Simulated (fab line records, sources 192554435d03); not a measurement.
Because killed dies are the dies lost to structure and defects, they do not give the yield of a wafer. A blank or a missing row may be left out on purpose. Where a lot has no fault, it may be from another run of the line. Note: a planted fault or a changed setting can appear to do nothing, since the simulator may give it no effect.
fab line records    flow n5-finfet
record lots=7  wafers=21
route steps=1938 shown GATE_CUT@484 MOL_CONTACT_COAG@579 BEOL_M0_SAQP@636 BEOL_M0@726
start-h: start of the lot's first displayed wafer, in hours after the record's first day    wait-h: how many hours have passed since the lot's step before this one    " the same as in the row above    L1.1+2: several wafers, shown together as one row    - no value, or no start given    * or withheld: withheld    < > ~ a bound
route shown NAME@n: a module of which the file shows steps, and the number in the route of the first    usual: mean/standard deviation of fault-free wafers    same: alike in all rows    chamber/n: place in a boat    sites: each site's reading    _std_site: how widely they spread, as a standard deviation    _edge_site: outer sites' mean less inner sites'    radius-mm: for every site, how far away it sits from the centre of the wafer    mask NAME#n: copy n    behind: the most recent tool/chamber to have shaped the wafer    hold: what put the lot on hold/how long, in hours/how the hold closed    device: whichever transistor did not switch (one of n, p or np)    end of line: tests of these same wafers at the route's end    where a step has no rows: the recipe by itself    killed: count of dies lost to structure and defects at first sort (not the wafer's yield)    map: dies across one wafer; x = killed, . = not, _ = none there
set.NAME: the setting as run; set.NAME@STEP: as run at that earlier step    model.NAME: the simulator's own value behind a step, which no gauge read
lots where settings were altered on purpose, with a table for each step and a row for each wafer
## steps
# step N5_GATE_CUT_EXPOSE_10
# recipe mask-id=GATE_CUT  na=0.33  source-shape=annular  sigma-inner=0.35  sigma-outer=0.8  polarization=unpolarized  target-cd-nm=20  dose-mj=43.25
lot.wafer   tool            chamber  start-h  wait-h  mask        set.dose-mj
L078.1+3    euv-scanner-01  0        108.39   -       GATE_CUT#0  44.63
L078.6      "               0        "        "       GATE_CUT#0  43.25
L079.2+3+5  euv-scanner-01  0        116.26   -       GATE_CUT#0  43.25
L082.2      euv-scanner-02  0        132.10   -       GATE_CUT#0  41.1
L082.3+4    "               0        "        "       GATE_CUT#0  43.25
L091.1+2+6  euv-scanner-02  0        187.40   -       GATE_CUT#0  43.25
L094.1+4+5  euv-scanner-01  0        204.71   -       GATE_CUT#0  43.25
L095.1+2+6  euv-scanner-01  0        208.99   -       GATE_CUT#0  43.25
L097.2      euv-scanner-02  0        220.29   -       GATE_CUT#0  43.25
L097.4+5    "               0        "        "       GATE_CUT#0  40.63
# step N5_GATE_CUT_PEB_11
# recipe peb-temp-c=100  peb-time-s=60  resist=CAR-EUV
# step N5_GATE_CUT_DEVELOP_12
# recipe develop-time-s=30  developer=TMAH  resist=CAR-EUV  rinse-liquid=surfactant-rinse  dry=air-spin  dev-temp-c=23
# step N5_GATE_CUT_CD_MEAS_13
# recipe target-cd-nm=20  landing-energy-ev=500  detector=se-inlens
# usual cd-nm=20.09/0.26
lot.wafer  tool       chamber  start-h  wait-h  set.dose-mj@GATE_CUT_EXPOSE_10  cd-nm
L078.1     cd-sem-02  0        108.52   -       44.63                           21.20
L078.3     "          0        "        "       44.63                           20.46
L078.6     "          0        "        "       43.25                           19.99
L079.2     cd-sem-02  0        116.39   -       43.25                           20.02
L079.3     "          0        "        "       43.25                           19.77
L079.5     "          0        "        "       43.25                           20.17
L082.2     cd-sem-01  0        132.23   -       41.1                            19.41
L082.3     "          0        "        "       43.25                           20.24
L082.4     "          0        "        "       43.25                           20.92
L091.1     cd-sem-03  0        187.54   -       43.25                           20.52
L091.2     "          0        "        "       43.25                           20.26
L091.6     "          0        "        "       43.25                           20.27
L094.1     cd-sem-02  0        204.84   -       43.25                           20.19
L094.4     "          0        "        "       43.25                           19.80
L094.5     "          0        "        "       43.25                           20.40
L095.1     cd-sem-01  0        209.12   -       43.25                           19.93
L095.2     "          0        "        "       43.25                           20.18
L095.6     "          0        "        "       43.25                           20.05
L097.2     cd-sem-03  0        220.42   -       43.25                           20.06
L097.4     "          0        "        "       40.63                           18.21
L097.5     "          0        "        "       40.63                           18.56
# step N5_GATE_CUT_DESCUM_18
# recipe chemistry=O2  time-s=7  source-power-w=50  bias-power-w=20  pressure-mtorr=20  rf-frequency-hz=2.712e+07  temp-c=40  resist=CAR-EUV  o2-flow-sccm=225
lot.wafer   tool         chamber  start-h  wait-h  set.dose-mj@GATE_CUT_EXPOSE_10  model.GATE_CUT.cd-nm
L078.1      rie-diel-03  3        108.64   0.0     44.63                           20.8
L078.3      "            1        "        "       44.63                           21
L078.6      "            1        "        "       43.25                           20.4
L079.2      rie-diel-02  2        116.94   0.5     43.25                           20
L079.3      "            1        "        "       43.25                           19.8
L079.5      "            2        "        "       43.25                           20.2
L082.2      rie-diel-03  3        132.35   0.0     41.1                            19.4
L082.3      "            0        "        "       43.25                           20.4
L082.4      "            1        "        "       43.25                           20.6
L091.1+2    rie-diel-01  3,2      187.87   0.2     43.25                           20.2
L091.6      "            2        "        "       43.25                           20.4
L094.1      rie-diel-03  2        204.97   0.0     43.25                           20.2
L094.4+5    "            1,0      "        "       43.25                           20.4
L095.1+2+6  rie-diel-01  1,3,0    209.31   0.1     43.25                           20
L097.2      rie-diel-02  0        220.56   0.1     43.25                           20
L097.4      "            2        "        "       40.63                           18.4
L097.5      "            3        "        "       40.63                           18.6
# step N5_GATE_CUT_ETCH_28
# recipe chemistry=N2/H2  target=underlayer  target-depth-a=130  mask-material=CAR-EUV  time-s=10.4  ion-energy-ev=200  pressure-mtorr=30  source-w=840  bias-w=150  n2-flow-sccm=200  h2-flow-sccm=200  ends=cleared
# step N5_GATE_CUT_ETCH_36
# recipe chemistry=CF4  target=SiARC  target-depth-a=130  mask-material=CAR-EUV  time-s=21.7  ion-energy-ev=80  pressure-mtorr=40  source-w=545  bias-w=36  Ar_flow_sccm=100  cf4-flow-sccm=100  ends=cleared
lot.wafer  tool         chamber  start-h  wait-h  set.spin-rpm@GATE_CUT_COAT_35  model.etch.depth-nm
L078.1     rie-diel-03  3        108.70   0.0     1500                           10
L078.3     "            1        "        "       1643                           9.564
L078.6     "            1        "        "       1500                           10.03
L079.2     rie-diel-02  2        116.99   0.0     1601                           9.741
L079.3     "            1        "        "       1500                           10.06
L079.5     "            2        "        "       1500                           10.05
L082.2     rie-diel-03  3        132.41   0.0     1500                           9.999
L082.3     "            0        "        "       1500                           9.966
L082.4     "            1        "        "       1450                           10.14
L091.1     rie-diel-01  3        187.93   0.0     1500                           9.978
L091.2     "            2        "        "       1500                           9.965
L091.6     "            2        "        "       1500                           9.957
L094.1     rie-diel-03  2        205.02   0.0     1500                           10.01
L094.4     "            1        "        "       1427                           10.29
L094.5     "            0        "        "       1500                           10.02
L095.1     rie-diel-01  1        209.37   0.0     1500                           9.964
L095.2     "            3        "        "       1500                           9.997
L095.6     "            0        "        "       1433                           10.27
L097.2     rie-diel-02  0        220.61   0.0     1500                           10.01
L097.4     "            2        "        "       1344                           10.59
L097.5     "            3        "        "       1500                           10
# step N5_GATE_CUT_ETCH_37
# recipe chemistry=N2/H2  target=SOC  target-depth-a=600  overetch-a=120  mask-material=SiARC  temp-c=40  time-s=90  ion-energy-ev=200  pressure-mtorr=30  source-w=840  bias-w=150  n2-flow-sccm=200  h2-flow-sccm=200
# step N5_GATE_CUT_STRIP_38
# recipe chemistry=N2/H2  temp-c=40  n2-flow-sccm=200  h2-flow-sccm=200  rf-frequency-hz=6e+07
# step N5_GATE_CUT_STRIP_39
# recipe chemistry=N2/H2  temp-c=40  n2-flow-sccm=200  h2-flow-sccm=200  rf-frequency-hz=6e+07
# step N5_GATE_CUT_HM_OPEN_40
# recipe chemistry=C4F6/O2  target=SiO2  mask-material=SiARC  target-depth-a=1390  time-s=85.1  ion-energy-ev=250  pressure-mtorr=30  source-w=345  bias-w=185  Ar_flow_sccm=300  C4F6_flow_sccm=10  O2_flow_sccm=10  ends=cleared
lot.wafer   tool         chamber  start-h  wait-h  set.dose-mj@GATE_CUT_EXPOSE_10  model.GATE_CUT.cd-nm
L078.1      rie-diel-03  3        108.81   0.0     44.63                           20.8
L078.3      "            1        "        "       44.63                           21
L078.6      "            1        "        "       43.25                           20.4
L079.2      rie-diel-02  2        117.10   0.0     43.25                           20
L079.3+5    "            1,2      "        "       43.25                           20.2
L082.2      rie-diel-03  3        132.51   0.0     41.1                            19.4
L082.3      "            0        "        "       43.25                           20.4
L082.4      "            1        "        "       43.25                           20.8
L091.1      rie-diel-01  3        188.04   0.0     43.25                           20.4
L091.2+6    "            2        "        "       43.25                           20.6
L094.1      rie-diel-03  2        205.13   0.0     43.25                           20.2
L094.4+5    "            1,0      "        "       43.25                           20.4
L095.1+2+6  rie-diel-01  1,3,0    209.48   0.0     43.25                           20
L097.2      rie-diel-02  0        220.72   0.0     43.25                           20
L097.4      "            2        "        "       40.63                           18.4
L097.5      "            3        "        "       40.63                           18.8
# step N5_GATE_CUT_STRIP_41
# recipe chemistry=CF4  resist=SiARC  power-w=300  bias-power-w=75  pressure-mtorr=50  cf4-flow-sccm=150  rf-frequency-hz=6e+07
# step N5_GATE_CUT_STRIP_42
# recipe chemistry=O2  power-w=400  temp-c=40  pressure-mtorr=30  rf-frequency-hz=6e+07  bias-power-w=0  overash-fraction=0.3  o2-flow-sccm=225
# step N5_GATE_CUT_CUT_ETCH_54
# recipe chemistry=Cl2/BCl3  target=TiN  mask-material=SiO2  target-depth-a=967  pressure-mtorr=10  icp-w=1000  bias-w=126  Cl2_flow_sccm=53.25  bcl3-flow-sccm=21.75  Ar_flow_sccm=25  ends=cleared
# step N5_GATE_CUT_CUT_ETCH_55
# recipe chemistry=BCl3  target=HfO2  mask-material=SiO2  target-depth-a=32  ion-energy-ev=30  pressure-mtorr=5  icp-w=450  bias-w=18  bcl3-flow-sccm=80
# step N5_GATE_CUT_ETCH_47
# recipe chemistry=Cl2/BCl3  target=SiO2  target-depth-a=100  pressure-mtorr=10  icp-w=1000  bias-w=126  Cl2_flow_sccm=53.25  bcl3-flow-sccm=21.75  Ar_flow_sccm=25
lot.wafer  tool          chamber  start-h  wait-h  set.dose-mj@GATE_CUT_EXPOSE_10  model.GATE_CUT.cd-nm
L078.1     rie-metal-01  0        109.19   0.0     44.63                           20.4
L078.3     "             0        "        "       44.63                           21
L078.6     "             0        "        "       43.25                           20.2
L079.2+5   rie-metal-02  0        117.64   0.1     43.25                           20
L079.3     "             0        "        "       43.25                           20.4
L082.2     rie-metal-02  1        132.89   0.0     41.1                            19
L082.3     "             0        "        "       43.25                           20.4
L082.4     "             1        "        "       43.25                           20.8
L091.1+6   rie-metal-02  0,1      188.42   0.0     43.25                           20.2
L091.2     "             1        "        "       43.25                           20
L094.1     rie-metal-01  1        205.51   0.0     43.25                           19.8
L094.4     "             0        "        "       43.25                           20
L094.5     "             1        "        "       43.25                           20.2
L095.1     rie-metal-01  0        209.86   0.0     43.25                           20.2
L095.2     "             1        "        "       43.25                           19.6
L095.6     "             1        "        "       43.25                           20
L097.2     rie-metal-01  0        221.10   0.0     43.25                           20
L097.4     "             0        "        "       40.63                           18.2
L097.5     "             0        "        "       40.63                           18.6
# step N5_MOL_CONTACT_COAG_ALD_131
# recipe material=SiO2  target-thk-a=50  temp-c=100  ald-precursor-family=BDEAS  ald-co-reactant=O2-plasma  pulse-time-s=1  co-reactant-pulse-time-s=1  purge-time-s=2  co-reactant-purge-time-s=2  ald-cycles=35  pressure-torr=2
lot.wafer   tool        chamber  start-h  wait-h  set.ald-cycles  model.SiO2_of_MOL_CONTACT_COAG_ALD_131.thk-nm
L078.1      ald-sin-02  0        122.73   0.1     38              5.4
L078.3+6    "           2,3      "        "       35              5
L079.2+3+5  ald-sin-02  3,2,2    133.37   0.1     35              5
L082.2+3+4  ald-sin-02  2,1,3    145.22   0.1     35              5
L091.1+2+6  ald-sin-02  0,2,1    204.01   0.1     35              5
L094.1      ald-sin-01  1        220.34   0.1     35              5
L094.4+5    "           3        "        "       32              4.6
L095.1+6    ald-sin-02  2,1      226.45   0.1     31              4.4
L095.2      "           0        "        "       35              5
L097.2+4    ald-sin-03  3,1      235.31   0.1     35              5
L097.5      "           1        "        "       31              4.4
# step N5_BEOL_M0_SAQP_PECVD_96
# recipe material=a-Si  target-thk-a=450  temp-c=350  precursor=SiH4/He  pressure-torr=3  rf-w=100  time-s=45.2
lot.wafer  tool      chamber  start-h  wait-h  set.time-s  model.a-Si_of_BEOL_M0_SAQP_PECVD_96.thk-nm
L078.1     pecvd-04  2        129.75   0.0     45.2        43.4
L078.3     "         1        "        "       45.2        44.4
L078.6     "         2        "        "       45.2        44.8
L079.2     pecvd-02  0        140.48   0.0     45.2        44.8
L079.3     "         2        "        "       45.2        44.6
L079.5     "         0        "        "       46.95       46.8
L082.2     pecvd-03  2        152.11   0.0     45.2        44.6
L082.3     "         0        "        "       47.06       47
L082.4     "         0        "        "       45.2        45.6
L091.1+2   pecvd-02  1,0      211.10   0.0     45.2        44.2
L091.6     "         0        "        "       45.2        45
L094.1     pecvd-03  0        228.60   0.0     41.74       41.4
L094.4     "         0        "        "       45.2        45.8
L094.5     "         1        "        "       41.74       42.2
L095.1     pecvd-02  1        234.01   0.0     45.2        44.6
L095.2     "         0        "        "       45.2        45.4
L095.6     "         1        "        "       45.2        45.6
L097.2     pecvd-02  2        244.07   0.0     45.2        45
L097.4     "         1        "        "       45.2        45.6
L097.5     "         2        "        "       45.2        46.2
# step N5_BEOL_M0_SAQP_SPACER1_ALD_98
# recipe material=SiO2  target-thk-a=128  temp-c=300  ald-precursor-family=BDEAS  ald-co-reactant=O2-plasma  pulse-time-s=1  purge-time-s=2  co-reactant-purge-time-s=2  ald-cycles=138  pressure-torr=2
lot.wafer   tool        chamber  start-h  wait-h  set.ald-cycles  model.SiO2_of_BEOL_M0_SAQP_SPACER1_ALD_98.thk-nm
L078.1+6    ald-sin-04  3,2      131.54   0.5     138             12.8
L078.3      "           1        "        "       156             14.4
L079.2+5    ald-sin-01  3,2      142.12   0.3     138             12.8
L079.3      "           2        "        "       159             14.8
L082.2      ald-sin-04  1        153.75   0.3     160             14.8
L082.3+4    "           2,3      "        "       138             12.8
L091.1+2+6  ald-sin-03  0,2,3    212.76   0.3     138             12.8
L094.1+4    ald-sin-04  2,3      230.14   0.3     122             11.2
L094.5      "           1        "        "       138             12.8
L095.1+2+6  ald-sin-01  0,3,2    235.65   0.3     138             12.8
L097.2+4    ald-sin-03  0,2      245.93   0.5     138             12.8
L097.5      "           3        "        "       129             12
# step N5_BEOL_M0_SAQP_SPACER1_ETCHBACK_99
# recipe chemistry=CHF3/O2  mode=anisotropic-etchback  target=SiO2  target-depth-a=154  time-s=7.7  pressure-mtorr=30  source-w=650  bias-w=170  Ar_flow_sccm=200  CHF3_flow_sccm=50  O2_flow_sccm=5  ion-energy-ev=200
# step N5_BEOL_M0_SAQP_MANDREL1_REMOVE_100
# recipe chemistry=HBr/Cl2/O2  bt-time-s=10  target=a-Si  stop-on=SiNx  endpoint=OES-SiCl  over-etch-frac=0.85  icp-w=600  bias-w=30  HBr_flow_sccm=150  Cl2_flow_sccm=80  O2_flow_sccm=5  pressure-mtorr=10
lot.wafer  tool       chamber  start-h  wait-h  set.ald-cycles@BEOL_M0_SAQP_SPACER1_ALD_98  model.BEOL_M0_SAQP.cd-nm
L078.1+6   rie-si-02  0,2      132.10   0.1     138                                         13
L078.3     "          1        "        "       156                                         14.6
L079.2+5   rie-si-02  2,3      142.95   0.1     138                                         12.8
L079.3     "          3        "        "       159                                         14.8
L082.2     rie-si-02  1        154.31   0.1     160                                         14.8
L082.3+4   "          3,0      "        "       138                                         13
L091.1+2   rie-si-01  2,0      213.34   0.1     138                                         12.8
L091.6     "          0        "        "       138                                         13
L094.1     rie-si-02  1        230.70   0.1     122                                         11.4
L094.4     "          2        "        "       122                                         11.2
L094.5     "          2        "        "       138                                         12.8
L095.1+6   rie-si-02  0        236.21   0.1     138                                         13
L095.2     "          2        "        "       138                                         12.8
L097.2+4   rie-si-04  1,3      246.53   0.1     138                                         13
L097.5     "          3        "        "       129                                         12.2
# step N5_BEOL_M0_SAQP_CD_MEAS_25
# recipe target-cd-nm=13.1  landing-energy-ev=1000  detector=se-inlens
# usual cd-nm=12.90/0.22
lot.wafer  tool       chamber  start-h  wait-h  set.ald-cycles@BEOL_M0_SAQP_SPACER1_ALD_98  cd-nm
L078.1     cd-sem-02  0        132.21   0.1     138                                         12.65
L078.3     "          0        "        "       156                                         14.71
L078.6     "          0        "        "       138                                         13.34
L079.2     cd-sem-01  0        143.06   0.1     138                                         12.68
L079.3     "          0        "        "       159                                         14.90
L079.5     "          0        "        "       138                                         12.94
L082.2     cd-sem-02  0        154.42   0.1     160                                         14.69
L082.3     "          0        "        "       138                                         13.14
L082.4     "          0        "        "       138                                         13.27
L091.1     cd-sem-03  0        213.45   0.1     138                                         12.93
L091.2     "          0        "        "       138                                         12.59
L091.6     "          0        "        "       138                                         13.14
L094.1     cd-sem-03  0        230.81   0.1     122                                         11.27
L094.4     "          0        "        "       122                                         11.07
L094.5     "          0        "        "       138                                         12.56
L095.1     cd-sem-03  0        236.32   0.1     138                                         13.01
L095.2     "          0        "        "       138                                         12.44
L095.6     "          0        "        "       138                                         12.99
L097.2     cd-sem-01  0        246.65   0.1     138                                         13.03
L097.4     "          0        "        "       138                                         13.30
L097.5     "          0        "        "       129                                         12.13
# step N5_BEOL_M0_SAQP_ETCH_101
# recipe chemistry=CH3F/O2  target=SiNx  mask-material=SiO2  target-depth-a=299  time-s=42.7  pressure-mtorr=30  source-w=395  bias-w=73  Ar_flow_sccm=150  CH3F_flow_sccm=30  O2_flow_sccm=20  ion-energy-ev=120
# step N5_BEOL_M0_SAQP_ETCH_102
# recipe chemistry=CF4  target=SiO2  target-depth-a=40  ion-energy-ev=350  time-s=4.4  pressure-mtorr=10  icp-w=800  bias-w=400  cf4-flow-sccm=80
# step N5_BEOL_M0_SAQP_MANDREL_ETCH_103
# recipe chemistry=HBr/Cl2  target=a-Si  target-depth-a=450  bt-time-s=10  stop-on=SiCN  mask-material=SiO2  over-etch-frac=0.8  time-s=27  pressure-mtorr=10  icp-w=800  bias-w=75  HBr_flow_sccm=150  Cl2_flow_sccm=80  ends=end-point
lot.wafer  tool       chamber  start-h  wait-h  set.time-s@BEOL_M0_SAQP_PECVD_96  model.etch.depth-nm
L078.1     rie-si-01  2        132.39   0.0     45.2                              43.46
L078.3     "          0        "        "       45.2                              44.44
L078.6     "          0        "        "       45.2                              44.89
L079.2     rie-si-04  3        143.23   0.0     45.2                              44.88
L079.3     "          1        "        "       45.2                              44.59
L079.5     "          3        "        "       46.95                             46.76
L082.2     rie-si-01  1        154.60   0.0     45.2                              44.63
L082.3     "          3        "        "       47.06                             47
L082.4     "          2        "        "       45.2                              45.59
L091.1     rie-si-02  3        213.62   0.0     45.2                              44.19
L091.2     "          2        "        "       45.2                              44.23
L091.6     "          3        "        "       45.2                              44.96
L094.1     rie-si-01  1        230.99   0.0     41.74                             41.34
L094.4     "          0        "        "       45.2                              45.71
L094.5     "          3        "        "       41.74                             42.24
L095.1     rie-si-01  2        236.50   0.0     45.2                              44.67
L095.2     "          1        "        "       45.2                              45.36
L095.6     "          3        "        "       45.2                              45.62
L097.2     rie-si-01  0        247.18   0.0     45.2                              44.92
L097.4     "          1        "        "       45.2                              45.7
L097.5     "          2        "        "       45.2                              46.13
# step N5_BEOL_M0_SAQP_RECESS_104
# recipe chemistry=HF/NH3  target=SiO2  target-depth-a=180  afs-cycles=3  temp-c=30  sublimation-temp-c=180  sublimation-time-s=60
# step N5_BEOL_M0_SAQP_COAT_105
# recipe resist=SOC  temp-c=250  time-s=60  spin-rpm=1500  resist-thk-nm=100
# step N5_BEOL_M0_SAQP_RECESS_109
# recipe chemistry=HF/NH3  target=SiO2  target-depth-a=30  afs-cycles=1  temp-c=30  sublimation-temp-c=180  sublimation-time-s=60
# step N5_BEOL_M0_SAQP_SPACER2_ALD_26
# recipe material=SiO2  target-thk-a=150  temp-c=300  ald-precursor-family=BDEAS  ald-co-reactant=O2-plasma  pulse-time-s=1  purge-time-s=2  co-reactant-purge-time-s=2  pressure-torr=2
# step N5_BEOL_M0_SAQP_SPACER2_ETCHBACK_27
# recipe chemistry=CHF3/O2  mode=anisotropic-etchback  target=SiO2  target-depth-a=225  time-s=11.25  pressure-mtorr=30  source-w=650  bias-w=170  Ar_flow_sccm=200  CHF3_flow_sccm=50  O2_flow_sccm=5  ion-energy-ev=200
lot.wafer  tool         chamber  start-h  wait-h  set.time-s@BEOL_M0_SAQP_PECVD_96  model.a-Si_of_BEOL_M0_SAQP_PECVD_96.thk-nm
L078.1     rie-diel-03  3        134.16   0.3     45.2                              41.2
L078.3     "            0        "        "       45.2                              42.4
L078.6     "            3        "        "       45.2                              42.8
L079.2     rie-diel-01  0        145.01   0.3     45.2                              42.8
L079.3     "            2        "        "       45.2                              42.4
L079.5     "            2        "        "       46.95                             44.6
L082.2     rie-diel-03  0        156.95   0.4     45.2                              42.4
L082.3     "            3        "        "       47.06                             44.8
L082.4     "            0        "        "       45.2                              43.4
L091.1+2   rie-diel-02  2,0      215.01   0.3     45.2                              42
L091.6     "            0        "        "       45.2                              42.8
L094.1     rie-diel-02  2        232.49   0.3     41.74                             39.2
L094.4     "            1        "        "       45.2                              43.6
L094.5     "            1        "        "       41.74                             40.2
L095.1     rie-diel-01  2        237.88   0.3     45.2                              42.4
L095.2     "            1        "        "       45.2                              43.2
L095.6     "            2        "        "       45.2                              43.4
L097.2     rie-diel-03  1        248.77   0.4     45.2                              42.8
L097.4     "            3        "        "       45.2                              43.6
L097.5     "            3        "        "       45.2                              44
# step N5_BEOL_M0_ETCH_109
# recipe chemistry=CH3F/O2  target-depth-a=80  overetch-a=24  target=SiCN  time-s=27.4  ion-energy-ev=120  pressure-mtorr=30  source-w=395  bias-w=75  Ar_flow_sccm=150  CH3F_flow_sccm=30  O2_flow_sccm=20
# usual rf-vpp-V=297.1/1.6
lot.wafer  tool         chamber  start-h  wait-h  set.bias-w  rf-vpp-V
L078.1     rie-diel-06  3        137.14   0.0     75          297.2
L078.3     "            2        "        "       65.39       272.8
L078.6     "            2        "        "       75          297.4
L079.2     rie-diel-04  2        147.93   0.0     75          297.7
L079.3     "            1        "        "       86.91       325.4
L079.5     "            3        "        "       75          295.0
L082.2     rie-diel-06  3        161.98   0.2     86.23       323.4
L082.3     "            0        "        "       75          296.2
L082.4     "            2        "        "       75          298.7
L091.1     rie-diel-05  3        219.05   0.0     75          297.0
L091.2     "            1        "        "       75          294.7
L091.6     "            0        "        "       75          297.4
L094.1     rie-diel-04  0        237.69   0.0     75          299.4
L094.4     "            3        "        "       75          295.6
L094.5     "            0        "        "       75          298.8
L095.1     rie-diel-05  0        243.91   0.1     75          297.2
L095.2     "            3        "        "       75          296.3
L095.6     "            0        "        "       79.24       307.8
L097.2     rie-diel-06  3        252.90   0.1     84.95       319.6
L097.4     "            1        "        "       75          294.4
L097.5     "            0        "        "       84.95       320.1
## key
split step=N5_GATE_CUT_EXPOSE_10  setting=dose-mj  stated=43.25  by=wafer
response step=N5_GATE_CUT_CD_MEAS_13  reading=cd-nm  change=+0.26  per=1%  r=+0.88
response step=N5_GATE_CUT_DESCUM_18  reading=model.GATE_CUT.cd-nm  change=+0.226  per=1%  r=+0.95
response step=N5_GATE_CUT_HM_OPEN_40  reading=model.GATE_CUT.cd-nm  change=+0.224  per=1%  r=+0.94
response step=N5_GATE_CUT_ETCH_47  reading=model.GATE_CUT.cd-nm  change=+0.269  per=1%  r=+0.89
split step=N5_MOL_CONTACT_COAG_ALD_131  setting=ald-cycles  stated=35  by=wafer
response step=N5_MOL_CONTACT_COAG_ALD_131  reading=model.SiO2_of_MOL_CONTACT_COAG_ALD_131.thk-nm  change=+0.0504  per=1%  r=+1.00
split step=N5_BEOL_M0_SAQP_PECVD_96  setting=time-s  stated=45.2  by=wafer
response step=N5_BEOL_M0_SAQP_PECVD_96  reading=model.a-Si_of_BEOL_M0_SAQP_PECVD_96.thk-nm  change=+0.514  per=1%  r=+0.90
response step=N5_BEOL_M0_SAQP_MANDREL_ETCH_103  reading=model.etch.depth-nm  change=+0.504  per=1%  r=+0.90
response step=N5_BEOL_M0_SAQP_SPACER2_ETCHBACK_27  reading=model.a-Si_of_BEOL_M0_SAQP_PECVD_96.thk-nm  change=+0.502  per=1%  r=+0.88
split step=N5_BEOL_M0_SAQP_SPACER1_ALD_98  setting=ald-cycles  stated=138  by=wafer
response step=N5_BEOL_M0_SAQP_SPACER1_ALD_98  reading=model.SiO2_of_BEOL_M0_SAQP_SPACER1_ALD_98.thk-nm  change=+0.128  per=1%  r=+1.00
response step=N5_BEOL_M0_SAQP_MANDREL1_REMOVE_100  reading=model.BEOL_M0_SAQP.cd-nm  change=+0.123  per=1%  r=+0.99
response step=N5_BEOL_M0_SAQP_CD_MEAS_25  reading=cd-nm  change=+0.121  per=1%  r=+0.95
split step=N5_BEOL_M0_ETCH_109  setting=bias-w  stated=75  by=wafer
response step=N5_BEOL_M0_ETCH_109  reading=rf-vpp-V  change=+1.84  per=1%  r=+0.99
split outside-this-file step=N5_GATE_CUT_COAT_35 setting=spin-rpm
# split outside-this-file: this setting was split too, and the file shows its column; the key of that split is in another file
